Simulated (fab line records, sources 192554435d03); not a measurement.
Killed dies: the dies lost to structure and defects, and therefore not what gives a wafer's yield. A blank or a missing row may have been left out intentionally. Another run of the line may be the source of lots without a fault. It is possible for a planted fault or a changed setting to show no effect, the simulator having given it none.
Split-lot experiment ; flow n5 finfet ; route with 1938 steps; 7 lots, 21 wafers read

ON THE SPLIT
At N5_MOL_CONTACT_COAG_ETCH_91 (etches SOC in N2/H2, target depth 60 nm, overetch 21 nm, time 101.2 s), the setting source w was moved away from the recipe's 840 W on 9 of the 21 wafers read, by -15.6% to +9.6%. All remaining wafers had this setting at the recipe value.

Reading taken at the split's own step.

THE READING
rf vpp V, in V, at N5_MOL_CONTACT_COAG_ETCH_91 (etches SOC in N2/H2, target depth 60 nm, overetch 21 nm, time 101.2 s). Fault-free wafers of this fab line usually give 525.4 V, standard deviation 2.7 V.

wafer;tool, chamber at the split;source w as run, W;against the recipe;rf vpp V, V;against lot-mates on the recipe
L074.1;rie diel-02, 2;840;recipe;523.8;-
L074.3;rie diel-02, 3;712.6;-15.2%;557.5;+33.7
L074.5;rie diel-02, 0;712.6;-15.2%;556.2;+32.4
L075.3;rie diel-02, 3;840;recipe;528.4;-
L075.4;rie diel-02, 3;840;recipe;530.0;-
L075.5;rie diel-02, 0;788.8;-6.1%;537.5;+8.3
L082.2;rie diel-02, 1;708.8;-15.6%;560.0;+32.0
L082.3;rie diel-02, 3;840;recipe;529.8;-
L082.4;rie diel-02, 2;840;recipe;526.3;-
L087.1;rie diel-02, 3;840;recipe;527.3;-
L087.4;rie diel-02, 2;920.3;+9.6%;508.4;-18.9
L087.5;rie diel-02, 3;920.3;+9.6%;512.8;-14.5
L090.2;rie diel-01, 2;840;recipe;521.5;-
L090.3;rie diel-01, 0;908.3;+8.1%;508.6;-13.2
L090.4;rie diel-01, 3;840;recipe;522.1;-
L094.3;rie diel-01, 1;840;recipe;526.7;-
L094.4;rie diel-01, 2;840;recipe;520.1;-
L094.5;rie diel-01, 0;840;recipe;524.7;-
L097.1;rie diel-05, 0;713.8;-15.0%;554.5;+27.6
L097.2;rie diel-05, 2;713.8;-15.0%;555.9;+29.0
L097.4;rie diel-05, 2;840;recipe;526.9;-

THE FIT
A straight line over all 21 wafers: rf vpp V changes by -1.97 V for each +1% of source w; r = -0.98; the points scatter about the line by 2.9 V.
The same after taking each lot's own level away (the mean of its wafers on the recipe; 21 wafers): -1.95 V for each +1%; r = -0.99; scatter 2.2 V.
According to that fit, moving source w by its largest amount changes the reading by 30 V.
Across the lots, their own levels run from 521.80 to 529.20 V, a range of 2.7 times the standard deviation given above.
So the lot-to-lot level changes the slope little: the two slopes agree.
Check: with one of the wafers moved furthest among these (-15.6%) left out of the fit, the line predicts +30.6 V for it against its lot-mates. Against them it came out at +32 V.
Tool readings at the split's step, against how far the setting was moved: rf vpp V r = -0.98.

FURTHER SPLITS ON THESE WAFERS
Other splits were also applied to these wafers ahead of the reading. Each is held against what the fit with the lots' levels taken away leaves over:
other split on the same wafers;wafers away from the commonest value;r with rf vpp V (lot level and that fit taken away)
N5_SD_EPI_P_EXPOSE_06 dose mj;8;-0.28
N5_SDB_ALD_29 ald cycles;6;+0.06
N5_GATE_CUT_COAT_27 spin rpm;3;-0.16
N5_MOL_CONTACT_COAG_EXPOSE_81 dose mj;7;+0.06

THE FILE'S OWN FIT
rf vpp V changes by -1.95 V for each +1% of source w, r = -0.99.
